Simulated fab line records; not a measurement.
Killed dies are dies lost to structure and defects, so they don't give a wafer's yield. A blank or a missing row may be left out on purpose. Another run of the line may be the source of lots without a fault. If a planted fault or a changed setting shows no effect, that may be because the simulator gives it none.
fab line records / flow nandHarc
[record] lots = 13 wafers = 39 lastDay = 33
route steps=1302 shown A_SLIT@942 A_WL_FILL@954
lots with no fault: from the same line, run without faults
startH: start of the lot's first displayed wafer, in hours after the record's first day / waitH: hours since the lot's step before / " same as the row above / L1.1+2: a row that stands for several wafers / - either no value or no given start / * or withheld: withheld / < > ~ a bound
route shown NAME@n: names a module that has steps shown in the file, with the first one's number in the route / usual: the fault-free wafers' mean and standard deviation / same: alike in all rows / chamber/n: place in a boat / sites: the reading at each site / _std_site: the standard deviation of these / _edge_site: outer sites' mean less inner sites' / radiusMm: for every site, how far away it sits from the centre of the wafer / mask NAME#n: copy n / behind: tool/chamber where the wafer was last shaped / hold: why the lot went on hold/how many hours it stayed there/how the hold came to an end / device: transistor that didn't switch, given as n, p or np / end of line: the route-end tests of the same wafers / a step without rows: its recipe alone / killed: count of dies lost to structure and defects at first sort (not the wafer's yield) / map: per-die view of a wafer (x killed, . not killed, _ where there is no die)
set.NAME: the run value of the setting; set.NAME@STEP: its run value at that earlier step / model.NAME: the simulator's own value behind a step, which no gauge read
a sample of lots followed through the steps of the route, with each step as a table and each wafer as a row
services: when a tool's chamber went out of use (startH, in hours from the record's first day, below 0 if earlier), for how many hours, and the reason
[[steps]]
[step NHARC_A_SLIT_ETCH_29]
[recipe] targetDepthA = 1000 overetchA = 100 timeS = 55 ionEnergyEv = 100 cf4FlowSccm = 80 o2FlowSccm = 20 arFlowSccm = 0 rfW = 300 biasW = 100 chemistry = CF4/O2
[usual] biasW = 100.0/0.33 cf4FlowSccm = 80.01/0.26 drypumpMotorCurrentA = 5.7/0.34 oesProductAu = 0.999/0.0095 rfVppV = 197.2/1.2 showerheadPlenumPTorr = 1.30/0.04 throttleValvePct = 13.398/0.0092
lot.wafer=L877.3 tool=rieDiel-01 chamber=0 startH=461.98 waitH=0.1 biasW=100.3 cf4FlowSccm=79.97 drypumpMotorCurrentA=6.0 oesProductAu=1.000 rfHoursCounterH=3.8 rfVppV=198.5 showerheadPlenumPTorr=1.33 throttleValvePct=13.385
lot.wafer=L877.1 tool=rieDiel-01 chamber=3 startH=461.98 waitH=0.1 biasW=99.9 cf4FlowSccm=79.99 drypumpMotorCurrentA=5.6 oesProductAu=1.020 rfHoursCounterH=3.0 rfVppV=197.8 showerheadPlenumPTorr=1.30 throttleValvePct=13.402
lot.wafer=L877.6 tool=rieDiel-01 chamber=1 startH=461.98 waitH=0.1 biasW=99.9 cf4FlowSccm=79.50 drypumpMotorCurrentA=5.3 oesProductAu=0.995 rfHoursCounterH=- rfVppV=196.3 showerheadPlenumPTorr=1.29 throttleValvePct=13.405
lot.wafer=L876.4 tool=rieDiel-07 chamber=2 startH=467.25 waitH=0.1 biasW=100.4 cf4FlowSccm=79.37 drypumpMotorCurrentA=6.0 oesProductAu=0.994 rfHoursCounterH=9.4 rfVppV=198.8 showerheadPlenumPTorr=1.37 throttleValvePct=13.400
lot.wafer=L876.3 tool=rieDiel-07 chamber=0 startH=467.25 waitH=0.1 biasW=100.7 cf4FlowSccm=80.42 drypumpMotorCurrentA=5.1 oesProductAu=0.994 rfHoursCounterH=11.8 rfVppV=199.6 showerheadPlenumPTorr=1.43 throttleValvePct=13.391
lot.wafer=L876.6 tool=rieDiel-07 chamber=3 startH=467.25 waitH=0.1 biasW=100.0 cf4FlowSccm=79.61 drypumpMotorCurrentA=6.4 oesProductAu=0.999 rfHoursCounterH=- rfVppV=196.5 showerheadPlenumPTorr=1.27 throttleValvePct=13.386
lot.wafer=L882.3 tool=rieDiel-02 chamber=2 startH=528.32 waitH=0.1 biasW=99.9 cf4FlowSccm=79.81 drypumpMotorCurrentA=6.0 oesProductAu=1.005 rfHoursCounterH=6.5 rfVppV=197.6 showerheadPlenumPTorr=1.26 throttleValvePct=13.392
lot.wafer=L882.5 tool=rieDiel-02 chamber=3 startH=528.32 waitH=0.1 biasW=100.1 cf4FlowSccm=79.81 drypumpMotorCurrentA=6.0 oesProductAu=1.005 rfHoursCounterH=- rfVppV=196.0 showerheadPlenumPTorr=1.28 throttleValvePct=13.383
lot.wafer=L882.6 tool=rieDiel-02 chamber=0 startH=528.32 waitH=0.1 biasW=100.1 cf4FlowSccm=80.24 drypumpMotorCurrentA=5.6 oesProductAu=1.013 rfHoursCounterH=- rfVppV=198.3 showerheadPlenumPTorr=1.29 throttleValvePct=13.407
lot.wafer=L881.2 tool=rieDiel-01 chamber=0 startH=535.37 waitH=0.1 biasW=100.1 cf4FlowSccm=79.76 drypumpMotorCurrentA=6.0 oesProductAu=0.993 rfHoursCounterH=7.0 rfVppV=198.9 showerheadPlenumPTorr=1.33 throttleValvePct=13.392
lot.wafer=L881.1 tool=rieDiel-01 chamber=2 startH=535.37 waitH=0.1 biasW=99.9 cf4FlowSccm=80.09 drypumpMotorCurrentA=5.3 oesProductAu=0.987 rfHoursCounterH=6.2 rfVppV=197.4 showerheadPlenumPTorr=1.34 throttleValvePct=13.400
lot.wafer=L881.4 tool=rieDiel-01 chamber=3 startH=535.37 waitH=0.1 biasW=99.9 cf4FlowSccm=79.66 drypumpMotorCurrentA=5.6 oesProductAu=1.014 rfHoursCounterH=6.8 rfVppV=197.1 showerheadPlenumPTorr=1.30 throttleValvePct=13.392
lot.wafer=L887.4 tool=rieDiel-01 chamber=3 startH=587.42 waitH=0.1 biasW=99.7 cf4FlowSccm=79.75 drypumpMotorCurrentA=5.6 oesProductAu=0.993 rfHoursCounterH=1.8 rfVppV=197.4 showerheadPlenumPTorr=1.30 throttleValvePct=13.390
lot.wafer=L887.5 tool=rieDiel-01 chamber=3 startH=587.42 waitH=0.1 biasW=100.1 cf4FlowSccm=79.87 drypumpMotorCurrentA=5.6 oesProductAu=0.989 rfHoursCounterH=- rfVppV=197.3 showerheadPlenumPTorr=1.30 throttleValvePct=13.393
lot.wafer=L887.6 tool=rieDiel-01 chamber=0 startH=587.42 waitH=0.1 biasW=100.4 cf4FlowSccm=80.24 drypumpMotorCurrentA=6.0 oesProductAu=1.005 rfHoursCounterH=- rfVppV=197.0 showerheadPlenumPTorr=1.33 throttleValvePct=13.387
lot.wafer=L889.1 tool=rieDiel-01 chamber=1 startH=599.59 waitH=0.1 biasW=- cf4FlowSccm=- drypumpMotorCurrentA=- oesProductAu=- rfHoursCounterH=- rfVppV=- showerheadPlenumPTorr=- throttleValvePct=-
lot.wafer=L889.2 tool=rieDiel-01 chamber=2 startH=599.59 waitH=0.1 biasW=- cf4FlowSccm=- drypumpMotorCurrentA=- oesProductAu=- rfHoursCounterH=- rfVppV=- showerheadPlenumPTorr=- throttleValvePct=-
lot.wafer=L889.3 tool=rieDiel-01 chamber=0 startH=599.59 waitH=0.1 biasW=- cf4FlowSccm=- drypumpMotorCurrentA=- oesProductAu=- rfHoursCounterH=- rfVppV=- showerheadPlenumPTorr=- throttleValvePct=-
lot.wafer=L890.3 tool=rieDiel-01 chamber=2 startH=602.59 waitH=0.1 biasW=- cf4FlowSccm=- drypumpMotorCurrentA=- oesProductAu=- rfHoursCounterH=- rfVppV=- showerheadPlenumPTorr=- throttleValvePct=-
lot.wafer=L890.6 tool=rieDiel-01 chamber=3 startH=602.59 waitH=0.1 biasW=- cf4FlowSccm=- drypumpMotorCurrentA=- oesProductAu=- rfHoursCounterH=- rfVppV=- showerheadPlenumPTorr=- throttleValvePct=-
lot.wafer=L890.5 tool=rieDiel-01 chamber=0 startH=602.59 waitH=0.1 biasW=- cf4FlowSccm=- drypumpMotorCurrentA=- oesProductAu=- rfHoursCounterH=- rfVppV=- showerheadPlenumPTorr=- throttleValvePct=-
lot.wafer=L892.1 tool=rieDiel-02 chamber=3 startH=611.78 waitH=0.1 biasW=100.2 cf4FlowSccm=79.64 drypumpMotorCurrentA=6.0 oesProductAu=0.991 rfHoursCounterH=1.1 rfVppV=197.7 showerheadPlenumPTorr=1.28 throttleValvePct=13.379
lot.wafer=L892.3 tool=rieDiel-02 chamber=1 startH=611.78 waitH=0.1 biasW=100.2 cf4FlowSccm=79.95 drypumpMotorCurrentA=6.0 oesProductAu=1.008 rfHoursCounterH=1.0 rfVppV=196.6 showerheadPlenumPTorr=1.26 throttleValvePct=13.392
lot.wafer=L892.5 tool=rieDiel-02 chamber=3 startH=611.78 waitH=0.1 biasW=99.4 cf4FlowSccm=79.89 drypumpMotorCurrentA=6.0 oesProductAu=0.993 rfHoursCounterH=- rfVppV=197.4 showerheadPlenumPTorr=1.28 throttleValvePct=13.410
lot.wafer=L891.4 tool=rieDiel-01 chamber=2 startH=620.30 waitH=0.1 biasW=100.1 cf4FlowSccm=79.99 drypumpMotorCurrentA=5.2 oesProductAu=0.976 rfHoursCounterH=3.3 rfVppV=198.7 showerheadPlenumPTorr=1.34 throttleValvePct=13.407
lot.wafer=L891.3 tool=rieDiel-01 chamber=3 startH=620.30 waitH=0.1 biasW=100.3 cf4FlowSccm=80.18 drypumpMotorCurrentA=5.6 oesProductAu=0.969 rfHoursCounterH=3.3 rfVppV=197.9 showerheadPlenumPTorr=1.30 throttleValvePct=13.404
lot.wafer=L891.6 tool=rieDiel-01 chamber=0 startH=620.30 waitH=0.1 biasW=100.8 cf4FlowSccm=80.08 drypumpMotorCurrentA=6.0 oesProductAu=1.002 rfHoursCounterH=- rfVppV=197.7 showerheadPlenumPTorr=1.33 throttleValvePct=13.404
lot.wafer=L894.4 tool=rieDiel-02 chamber=2 startH=652.09 waitH=0.1 biasW=100.0 cf4FlowSccm=79.73 drypumpMotorCurrentA=6.1 oesProductAu=1.002 rfHoursCounterH=3.4 rfVppV=194.9 showerheadPlenumPTorr=1.26 throttleValvePct=13.405
lot.wafer=L894.3 tool=rieDiel-02 chamber=3 startH=652.09 waitH=0.1 biasW=99.9 cf4FlowSccm=79.75 drypumpMotorCurrentA=6.0 oesProductAu=0.989 rfHoursCounterH=3.1 rfVppV=196.8 showerheadPlenumPTorr=1.28 throttleValvePct=13.418
lot.wafer=L894.5 tool=rieDiel-02 chamber=3 startH=652.09 waitH=0.1 biasW=100.1 cf4FlowSccm=80.16 drypumpMotorCurrentA=5.9 oesProductAu=0.993 rfHoursCounterH=- rfVppV=197.5 showerheadPlenumPTorr=1.28 throttleValvePct=13.400
lot.wafer=L895.2 tool=rieDiel-01 chamber=3 startH=674.66 waitH=0.1 biasW=100.0 cf4FlowSccm=80.16 drypumpMotorCurrentA=5.6 oesProductAu=0.988 rfHoursCounterH=6.7 rfVppV=198.2 showerheadPlenumPTorr=1.30 throttleValvePct=13.385
lot.wafer=L895.1 tool=rieDiel-01 chamber=0 startH=674.66 waitH=0.1 biasW=100.1 cf4FlowSccm=80.44 drypumpMotorCurrentA=6.0 oesProductAu=1.011 rfHoursCounterH=6.3 rfVppV=197.1 showerheadPlenumPTorr=1.33 throttleValvePct=13.394
lot.wafer=L895.5 tool=rieDiel-01 chamber=0 startH=674.66 waitH=0.1 biasW=100.3 cf4FlowSccm=80.15 drypumpMotorCurrentA=6.0 oesProductAu=1.006 rfHoursCounterH=- rfVppV=196.3 showerheadPlenumPTorr=1.33 throttleValvePct=13.395
lot.wafer=L897.2 tool=rieDiel-01 chamber=2 startH=679.56 waitH=0.1 biasW=100.2 cf4FlowSccm=80.56 drypumpMotorCurrentA=5.3 oesProductAu=0.979 rfHoursCounterH=6.9 rfVppV=198.2 showerheadPlenumPTorr=1.33 throttleValvePct=13.401
lot.wafer=L897.3 tool=rieDiel-01 chamber=3 startH=679.56 waitH=0.1 biasW=100.2 cf4FlowSccm=79.90 drypumpMotorCurrentA=5.6 oesProductAu=0.981 rfHoursCounterH=6.8 rfVppV=196.9 showerheadPlenumPTorr=1.30 throttleValvePct=13.403
lot.wafer=L897.5 tool=rieDiel-01 chamber=2 startH=679.56 waitH=0.1 biasW=100.2 cf4FlowSccm=80.23 drypumpMotorCurrentA=5.3 oesProductAu=0.986 rfHoursCounterH=- rfVppV=198.8 showerheadPlenumPTorr=1.33 throttleValvePct=13.411
lot.wafer=L896.4 tool=rieDiel-02 chamber=3 startH=683.29 waitH=0.1 biasW=100.3 cf4FlowSccm=80.26 drypumpMotorCurrentA=5.9 oesProductAu=0.988 rfHoursCounterH=5.1 rfVppV=196.9 showerheadPlenumPTorr=1.28 throttleValvePct=13.395
lot.wafer=L896.6 tool=rieDiel-02 chamber=3 startH=683.29 waitH=0.1 biasW=100.1 cf4FlowSccm=79.93 drypumpMotorCurrentA=5.9 oesProductAu=1.006 rfHoursCounterH=- rfVppV=195.7 showerheadPlenumPTorr=1.28 throttleValvePct=13.420
lot.wafer=L896.5 tool=rieDiel-02 chamber=0 startH=683.29 waitH=0.1 biasW=100.1 cf4FlowSccm=80.13 drypumpMotorCurrentA=5.6 oesProductAu=1.012 rfHoursCounterH=- rfVppV=196.5 showerheadPlenumPTorr=1.29 throttleValvePct=13.383
[step NHARC_A_SLIT_CD_MEAS_21]
[usual] cdNm = 289.2/1
lot.wafer=L877.1 tool=cdSem-03 chamber=- startH=462.51 waitH=- cdNm=289.2
lot.wafer=L877.3 tool=cdSem-03 chamber=- startH=462.51 waitH=- cdNm=290.1
lot.wafer=L877.6 tool=cdSem-03 chamber=- startH=462.51 waitH=- cdNm=290.3
lot.wafer=L876.3 tool=cdSem-01 chamber=- startH=467.78 waitH=- cdNm=288.9
lot.wafer=L876.4 tool=cdSem-01 chamber=- startH=467.78 waitH=- cdNm=288.0
lot.wafer=L876.6 tool=cdSem-01 chamber=- startH=467.78 waitH=- cdNm=288.2
lot.wafer=L882.3 tool=cdSem-01 chamber=- startH=528.85 waitH=- cdNm=288.3
lot.wafer=L882.5 tool=cdSem-01 chamber=- startH=528.85 waitH=- cdNm=286.8
lot.wafer=L882.6 tool=cdSem-01 chamber=- startH=528.85 waitH=- cdNm=286.3
lot.wafer=L881.1 tool=cdSem-03 chamber=- startH=535.90 waitH=- cdNm=290.6
lot.wafer=L881.2 tool=cdSem-03 chamber=- startH=535.90 waitH=- cdNm=289.8
lot.wafer=L881.4 tool=cdSem-03 chamber=- startH=535.90 waitH=- cdNm=289.0
lot.wafer=L887.4 tool=cdSem-02 chamber=- startH=587.96 waitH=- cdNm=289.5
lot.wafer=L887.5 tool=cdSem-02 chamber=- startH=587.96 waitH=- cdNm=289.5
lot.wafer=L887.6 tool=cdSem-02 chamber=- startH=587.96 waitH=- cdNm=289.9
lot.wafer=L889.1 tool=cdSem-02 chamber=- startH=600.13 waitH=- cdNm=289.5
lot.wafer=L889.2 tool=cdSem-02 chamber=- startH=600.13 waitH=- cdNm=289.3
lot.wafer=L889.3 tool=cdSem-02 chamber=- startH=600.13 waitH=- cdNm=289.5
lot.wafer=L890.3 tool=cdSem-02 chamber=- startH=603.15 waitH=- cdNm=289.2
lot.wafer=L890.5 tool=cdSem-02 chamber=- startH=603.15 waitH=- cdNm=289.1
lot.wafer=L890.6 tool=cdSem-02 chamber=- startH=603.15 waitH=- cdNm=289.4
lot.wafer=L892.1 tool=cdSem-03 chamber=- startH=612.32 waitH=- cdNm=289.6
lot.wafer=L892.3 tool=cdSem-03 chamber=- startH=612.32 waitH=- cdNm=289.3
lot.wafer=L892.5 tool=cdSem-03 chamber=- startH=612.32 waitH=- cdNm=289.3
lot.wafer=L891.3 tool=cdSem-01 chamber=- startH=620.82 waitH=- cdNm=289.7
lot.wafer=L891.4 tool=cdSem-01 chamber=- startH=620.82 waitH=- cdNm=289.4
lot.wafer=L891.6 tool=cdSem-01 chamber=- startH=620.82 waitH=- cdNm=289.6
lot.wafer=L894.3 tool=cdSem-01 chamber=- startH=652.63 waitH=- cdNm=289.2
lot.wafer=L894.4 tool=cdSem-01 chamber=- startH=652.63 waitH=- cdNm=289.2
lot.wafer=L894.5 tool=cdSem-01 chamber=- startH=652.63 waitH=- cdNm=289.3
lot.wafer=L895.1 tool=cdSem-02 chamber=- startH=675.19 waitH=- cdNm=289.8
lot.wafer=L895.2 tool=cdSem-02 chamber=- startH=675.19 waitH=- cdNm=288.1
lot.wafer=L895.5 tool=cdSem-02 chamber=- startH=675.19 waitH=- cdNm=289.9
lot.wafer=L897.2 tool=cdSem-02 chamber=- startH=680.09 waitH=- cdNm=288.8
lot.wafer=L897.3 tool=cdSem-02 chamber=- startH=680.09 waitH=- cdNm=288.9
lot.wafer=L897.5 tool=cdSem-02 chamber=- startH=680.09 waitH=- cdNm=289.1
lot.wafer=L896.4 tool=cdSem-03 chamber=- startH=683.83 waitH=- cdNm=290.9
lot.wafer=L896.5 tool=cdSem-03 chamber=- startH=683.83 waitH=- cdNm=290.1
lot.wafer=L896.6 tool=cdSem-03 chamber=- startH=683.83 waitH=- cdNm=290.4
[step NHARC_A_WL_FILL_ALD_02]
[recipe] targetThkA = 20 pulseTimeS = 3 aldCycles = 100 tempC = 450 material = TiN
[usual] heaterPowerW = 1128/140 precursorPulseHeightRel = 1.000/0.017
lot.wafer=L877.1 tool=aldMetal-03 chamber=1 startH=469.61 waitH=0.2 heaterPowerW=897 precursorPulseHeightRel=1.018
lot.wafer=L877.3 tool=aldMetal-03 chamber=3 startH=469.61 waitH=0.2 heaterPowerW=1154 precursorPulseHeightRel=0.985
lot.wafer=L877.6 tool=aldMetal-03 chamber=0 startH=469.61 waitH=0.2 heaterPowerW=1082 precursorPulseHeightRel=1.005
lot.wafer=L876.4 tool=aldMetal-03 chamber=3 startH=474.96 waitH=0.1 heaterPowerW=1166 precursorPulseHeightRel=0.979
lot.wafer=L876.3 tool=aldMetal-03 chamber=2 startH=474.96 waitH=0.1 heaterPowerW=1134 precursorPulseHeightRel=0.979
lot.wafer=L876.6 tool=aldMetal-03 chamber=3 startH=474.96 waitH=0.1 heaterPowerW=1120 precursorPulseHeightRel=1.005
lot.wafer=L882.3 tool=aldMetal-03 chamber=1 startH=536.05 waitH=0.1 heaterPowerW=912 precursorPulseHeightRel=0.986
lot.wafer=L882.6 tool=aldMetal-03 chamber=1 startH=536.05 waitH=0.1 heaterPowerW=901 precursorPulseHeightRel=0.971
lot.wafer=L882.5 tool=aldMetal-03 chamber=2 startH=536.05 waitH=0.1 heaterPowerW=1100 precursorPulseHeightRel=1.007
lot.wafer=L881.4 tool=aldMetal-02 chamber=0 startH=543.04 waitH=0.1 heaterPowerW=1201 precursorPulseHeightRel=1.004
lot.wafer=L881.1 tool=aldMetal-02 chamber=1 startH=543.04 waitH=0.1 heaterPowerW=1213 precursorPulseHeightRel=0.972
lot.wafer=L881.2 tool=aldMetal-02 chamber=2 startH=543.04 waitH=0.1 heaterPowerW=1247 precursorPulseHeightRel=0.998
lot.wafer=L887.4 tool=aldMetal-04 chamber=3 startH=593.97 waitH=0.1 heaterPowerW=1185 precursorPulseHeightRel=1.038
lot.wafer=L887.6 tool=aldMetal-04 chamber=3 startH=593.97 waitH=0.1 heaterPowerW=1179 precursorPulseHeightRel=0.991
lot.wafer=L887.5 tool=aldMetal-04 chamber=0 startH=593.97 waitH=0.1 heaterPowerW=1113 precursorPulseHeightRel=1.001
lot.wafer=L889.3 tool=aldMetal-03 chamber=3 startH=607.53 waitH=0.1 heaterPowerW=1116 precursorPulseHeightRel=0.987
lot.wafer=L889.1 tool=aldMetal-03 chamber=0 startH=607.53 waitH=0.1 heaterPowerW=1111 precursorPulseHeightRel=1.002
lot.wafer=L889.2 tool=aldMetal-03 chamber=2 startH=607.53 waitH=0.1 heaterPowerW=1108 precursorPulseHeightRel=0.983
lot.wafer=L890.3 tool=aldMetal-04 chamber=2 startH=610.67 waitH=0.2 heaterPowerW=842 precursorPulseHeightRel=1.021
lot.wafer=L890.5 tool=aldMetal-04 chamber=0 startH=610.67 waitH=0.2 heaterPowerW=1118 precursorPulseHeightRel=0.992
lot.wafer=L890.6 tool=aldMetal-04 chamber=2 startH=610.67 waitH=0.2 heaterPowerW=830 precursorPulseHeightRel=0.986
lot.wafer=L892.1 tool=aldMetal-04 chamber=2 startH=619.63 waitH=0.2 heaterPowerW=838 precursorPulseHeightRel=0.998
lot.wafer=L892.3 tool=aldMetal-04 chamber=0 startH=619.63 waitH=0.2 heaterPowerW=1117 precursorPulseHeightRel=1.019
lot.wafer=L892.5 tool=aldMetal-04 chamber=0 startH=619.63 waitH=0.2 heaterPowerW=1105 precursorPulseHeightRel=1.007
lot.wafer=L891.3 tool=aldMetal-03 chamber=0 startH=628.11 waitH=0.2 heaterPowerW=1106 precursorPulseHeightRel=1.010
lot.wafer=L891.4 tool=aldMetal-03 chamber=3 startH=628.11 waitH=0.2 heaterPowerW=1110 precursorPulseHeightRel=1.012
lot.wafer=L891.6 tool=aldMetal-03 chamber=0 startH=628.11 waitH=0.2 heaterPowerW=1115 precursorPulseHeightRel=0.981
lot.wafer=L894.4 tool=aldMetal-03 chamber=3 startH=659.78 waitH=0.1 heaterPowerW=1105 precursorPulseHeightRel=1.017
lot.wafer=L894.3 tool=aldMetal-03 chamber=0 startH=659.78 waitH=0.1 heaterPowerW=1074 precursorPulseHeightRel=1.001
lot.wafer=L894.5 tool=aldMetal-03 chamber=3 startH=659.78 waitH=0.1 heaterPowerW=1092 precursorPulseHeightRel=1.024
lot.wafer=L895.1 tool=aldMetal-02 chamber=3 startH=682.34 waitH=0.2 heaterPowerW=1496 precursorPulseHeightRel=0.995
lot.wafer=L895.2 tool=aldMetal-02 chamber=2 startH=682.34 waitH=0.2 heaterPowerW=1242 precursorPulseHeightRel=1.014
lot.wafer=L895.5 tool=aldMetal-02 chamber=0 startH=682.34 waitH=0.2 heaterPowerW=1203 precursorPulseHeightRel=1.005
lot.wafer=L897.2 tool=aldMetal-03 chamber=1 startH=686.28 waitH=0.2 heaterPowerW=937 precursorPulseHeightRel=1.034
lot.wafer=L897.3 tool=aldMetal-03 chamber=2 startH=686.28 waitH=0.2 heaterPowerW=1110 precursorPulseHeightRel=1.004
lot.wafer=L897.5 tool=aldMetal-03 chamber=2 startH=686.28 waitH=0.2 heaterPowerW=1117 precursorPulseHeightRel=1.011
lot.wafer=L896.5 tool=aldMetal-04 chamber=1 startH=691.15 waitH=0.2 heaterPowerW=1093 precursorPulseHeightRel=1.013
lot.wafer=L896.4 tool=aldMetal-04 chamber=3 startH=691.15 waitH=0.2 heaterPowerW=1252 precursorPulseHeightRel=0.977
lot.wafer=L896.6 tool=aldMetal-04 chamber=0 startH=691.15 waitH=0.2 heaterPowerW=1135 precursorPulseHeightRel=0.984
[step NHARC_A_WL_FILL_CVD_03]
[recipe] targetThkA = 400 tempC = 300 pressureTorr = 40 wf6FlowSccm = 40 h2FlowSccm = 1600 arFlowSccm = 1560 timeS = 279 material = W
[usual] heaterPowerW = 477/37 throttleValvePct = 8.10/0.21
lot.wafer=L877.1 tool=cvdW-01 chamber=0 startH=470.01 waitH=0.1 heaterPowerW=531 throttleValvePct=8.32
lot.wafer=L877.3 tool=cvdW-01 chamber=0 startH=470.01 waitH=0.1 heaterPowerW=550 throttleValvePct=8.13
lot.wafer=L877.6 tool=cvdW-01 chamber=0 startH=470.01 waitH=0.1 heaterPowerW=558 throttleValvePct=7.98
lot.wafer=L876.4 tool=cvdW-02 chamber=1 startH=475.51 waitH=0.2 heaterPowerW=441 throttleValvePct=7.73
lot.wafer=L876.3 tool=cvdW-02 chamber=0 startH=475.51 waitH=0.2 heaterPowerW=437 throttleValvePct=7.86
lot.wafer=L876.6 tool=cvdW-02 chamber=0 startH=475.51 waitH=0.2 heaterPowerW=453 throttleValvePct=8.15
lot.wafer=L882.3 tool=cvdW-02 chamber=0 startH=536.64 waitH=0.2 heaterPowerW=456 throttleValvePct=7.87
lot.wafer=L882.5 tool=cvdW-02 chamber=1 startH=536.64 waitH=0.2 heaterPowerW=442 throttleValvePct=8.13
lot.wafer=L882.6 tool=cvdW-02 chamber=0 startH=536.64 waitH=0.2 heaterPowerW=443 throttleValvePct=7.95
lot.wafer=L881.1 tool=cvdW-02 chamber=0 startH=543.48 waitH=0.1 heaterPowerW=452 throttleValvePct=8.02
lot.wafer=L881.2 tool=cvdW-02 chamber=1 startH=543.48 waitH=0.1 heaterPowerW=440 throttleValvePct=7.86
lot.wafer=L881.4 tool=cvdW-02 chamber=1 startH=543.48 waitH=0.1 heaterPowerW=434 throttleValvePct=7.95
lot.wafer=L887.4 tool=cvdW-01 chamber=0 startH=594.57 waitH=0.2 heaterPowerW=505 throttleValvePct=8.46
lot.wafer=L887.6 tool=cvdW-01 chamber=1 startH=594.57 waitH=0.2 heaterPowerW=536 throttleValvePct=8.28
lot.wafer=L887.5 tool=cvdW-01 chamber=0 startH=594.57 waitH=0.2 heaterPowerW=487 throttleValvePct=8.06
lot.wafer=L889.1 tool=cvdW-01 chamber=0 startH=607.97 waitH=0.1 heaterPowerW=499 throttleValvePct=8.10
lot.wafer=L889.2 tool=cvdW-01 chamber=1 startH=607.97 waitH=0.1 heaterPowerW=515 throttleValvePct=8.08
lot.wafer=L889.3 tool=cvdW-01 chamber=1 startH=607.97 waitH=0.1 heaterPowerW=500 throttleValvePct=8.44
lot.wafer=L890.3 tool=cvdW-01 chamber=1 startH=611.19 waitH=0.2 heaterPowerW=507 throttleValvePct=8.21
lot.wafer=L890.6 tool=cvdW-01 chamber=1 startH=611.19 waitH=0.2 heaterPowerW=521 throttleValvePct=8.29
lot.wafer=L890.5 tool=cvdW-01 chamber=0 startH=611.19 waitH=0.2 heaterPowerW=485 throttleValvePct=8.18
lot.wafer=L892.1 tool=cvdW-02 chamber=0 startH=620.13 waitH=0.1 heaterPowerW=448 throttleValvePct=8.13
lot.wafer=L892.3 tool=cvdW-02 chamber=1 startH=620.13 waitH=0.1 heaterPowerW=429 throttleValvePct=8.03
lot.wafer=L892.5 tool=cvdW-02 chamber=1 startH=620.13 waitH=0.1 heaterPowerW=450 throttleValvePct=8.21
lot.wafer=L891.3 tool=cvdW-01 chamber=0 startH=628.62 waitH=0.2 heaterPowerW=495 throttleValvePct=7.98
lot.wafer=L891.4 tool=cvdW-01 chamber=1 startH=628.62 waitH=0.2 heaterPowerW=517 throttleValvePct=8.06
lot.wafer=L891.6 tool=cvdW-01 chamber=0 startH=628.62 waitH=0.2 heaterPowerW=506 throttleValvePct=8.20
lot.wafer=L894.3 tool=cvdW-01 chamber=0 startH=660.43 waitH=0.3 heaterPowerW=513 throttleValvePct=8.19
lot.wafer=L894.4 tool=cvdW-01 chamber=0 startH=660.43 waitH=0.3 heaterPowerW=505 throttleValvePct=8.48
lot.wafer=L894.5 tool=cvdW-01 chamber=0 startH=660.43 waitH=0.3 heaterPowerW=505 throttleValvePct=8.19
lot.wafer=L895.1 tool=cvdW-02 chamber=0 startH=682.78 waitH=0.1 heaterPowerW=442 throttleValvePct=8.04
lot.wafer=L895.2 tool=cvdW-02 chamber=1 startH=682.78 waitH=0.1 heaterPowerW=460 throttleValvePct=7.74
lot.wafer=L895.5 tool=cvdW-02 chamber=1 startH=682.78 waitH=0.1 heaterPowerW=458 throttleValvePct=7.70
lot.wafer=L897.2 tool=cvdW-02 chamber=1 startH=686.88 waitH=0.2 heaterPowerW=451 throttleValvePct=7.65
lot.wafer=L897.3 tool=cvdW-02 chamber=0 startH=686.88 waitH=0.2 heaterPowerW=430 throttleValvePct=8.52
lot.wafer=L897.5 tool=cvdW-02 chamber=1 startH=686.88 waitH=0.2 heaterPowerW=467 throttleValvePct=7.72
lot.wafer=L896.4 tool=cvdW-02 chamber=1 startH=691.61 waitH=0.2 heaterPowerW=457 throttleValvePct=7.94
lot.wafer=L896.5 tool=cvdW-02 chamber=1 startH=691.61 waitH=0.2 heaterPowerW=467 throttleValvePct=7.92
lot.wafer=L896.6 tool=cvdW-02 chamber=0 startH=691.61 waitH=0.2 heaterPowerW=426 throttleValvePct=8.13
[[services]]
tool=aldMetal-04 chamber=3 startH=443.35 hours=6.0 kind=repair
tool=cvdW-02 chamber=- startH=450.00 hours=13.0 kind=pm
tool=aldMetal-04 chamber=1 startH=450.56 hours=6.1 kind=repair
tool=cvdW-01 chamber=1 startH=462.55 hours=17.2 kind=repair
tool=aldMetal-04 chamber=- startH=463.84 hours=0.5 kind=repair
tool=aldMetal-04 chamber=- startH=474.00 hours=10.0 kind=pm
tool=aldMetal-02 chamber=3 startH=491.31 hours=18.6 kind=repair
tool=aldMetal-02 chamber=- startH=501.52 hours=1.1 kind=repair
tool=aldMetal-03 chamber=2 startH=506.61 hours=22.3 kind=repair
tool=rieDiel-02 chamber=- startH=517.84 hours=0.4 kind=repair
tool=cvdW-01 chamber=- startH=547.08 hours=13.0 kind=pm
tool=aldMetal-02 chamber=- startH=551.15 hours=1.5 kind=repair
tool=rieDiel-01 chamber=- startH=557.80 hours=9.0 kind=pm
tool=aldMetal-03 chamber=- startH=568.00 hours=10.0 kind=pm
tool=rieDiel-02 chamber=- startH=570.70 hours=9.0 kind=pm
tool=aldMetal-04 chamber=1 startH=595.56 hours=28.9 kind=repair
tool=aldMetal-03 chamber=2 startH=608.17 hours=40.5 kind=repair
tool=aldMetal-02 chamber=- startH=610.00 hours=10.0 kind=pm
tool=rieDiel-01 chamber=0 startH=621.67 hours=9.4 kind=repair
tool=cvdW-02 chamber=- startH=631.15 hours=13.0 kind=pm
tool=rieDiel-02 chamber=0 startH=637.12 hours=3.6 kind=repair
tool=aldMetal-04 chamber=- startH=652.00 hours=10.0 kind=pm
tool=cvdW-01 chamber=1 startH=655.49 hours=5.1 kind=repair
tool=aldMetal-04 chamber=2 startH=672.98 hours=47.5 kind=repair
[[key]]
[firstSign] step = NHARC_A_SLIT_ETCH_29 reading = toolRecord direction = missing
effect none on later readings
metAt NHARC_A_SLIT_ETCH_29
struckLots L889,L890
testerLeftOut L889,L890
notActingAt NHARC_A_SLIT_CD_MEAS_21,NHARC_A_WL_FILL_ALD_02,NHARC_A_WL_FILL_CVD_03
onsetBetween 587.42 599.59
[fault] kind = skippedStepWhole tool = rieDiel-01 chamber = - onsetH = 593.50 steps = NHARC_A_SLIT_ETCH_29 scope = struckLotsOnly
// testerLeftOut: of these lots the tester's yield and bins aren't shown, on N5 and GAA mostly nor the transistor test; their killed dies are dies lost to structure and defects alone, not to doping, threshold or leakage, so they don't give the yield
